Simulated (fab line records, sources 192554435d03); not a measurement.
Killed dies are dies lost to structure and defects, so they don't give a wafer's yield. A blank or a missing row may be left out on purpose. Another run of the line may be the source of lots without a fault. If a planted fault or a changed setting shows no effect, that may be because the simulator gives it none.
Chamber matching | flow n5 finfet | N5_BEOL_M7_TRENCH_ETCH_37 on rie diel-03: 4 sister chambers
The step etches SiCOH lowk in C4F6/O2, target depth 93.478 nm, time 31.2 s. 8 wafers are shown with their chamber, then 7 later ones without.

## EACH WAFER AND ITS CHAMBER
wafer  | chamber | showerhead plenum p Torr (Torr) | drypump motor current A (A)
L335.1 | 3       | 2.78                            | 5.1
L336.3 | 0       | 2.95                            | 5.6
L336.6 | 1       | 2.71                            | 5.7
L338.3 | 1       | 2.71                            | 5.7
L338.4 | 2       | 2.92                            | 5.3
L338.6 | 0       | 2.95                            | 5.7
L347.1 | 2       | 2.92                            | 5.3
L347.5 | 3       | 2.77                            | 5.1

## WAFERS MISSING THEIR CHAMBER
wafer  | showerhead plenum p Torr (Torr) | drypump motor current A (A)
L347.6 | 2.92                            | 5.3
L349.1 | 2.94                            | 5.7
L349.4 | 2.92                            | 5.3
L349.6 | 2.70                            | 5.7
L348.1 | 2.70                            | 5.7
L348.3 | 2.94                            | 5.7
L348.4 | 2.76                            | 5.1

## CHAMBER TAKEN BY EACH
wafer  | from the rows above | in truth
L347.6 | 2                   | 2
L349.1 | 0                   | 0
L349.4 | 2                   | 2
L349.6 | 1                   | 1
L348.1 | 1                   | 1
L348.3 | 0                   | 0
L348.4 | 3                   | 3
Correctly placed: 7 of 7. Can't be placed from these rows: 0. 0 placed wrongly.
How it was worked out, from the rows above alone: a wafer's distance from a chamber is the root of the sum, over the readings, of the square of ((its reading less the chamber's mean) divided by the reading's scatter). The wafer belongs to the nearest chamber; if the next one is less than 2 further off, it can't be placed. For every chamber, the mean is computed from those of its wafers that are shown. The scatter is the square root of a quotient: the sum, over the shown wafers, of each reading's squared deviation from its chamber's mean, divided by wafers minus chambers.
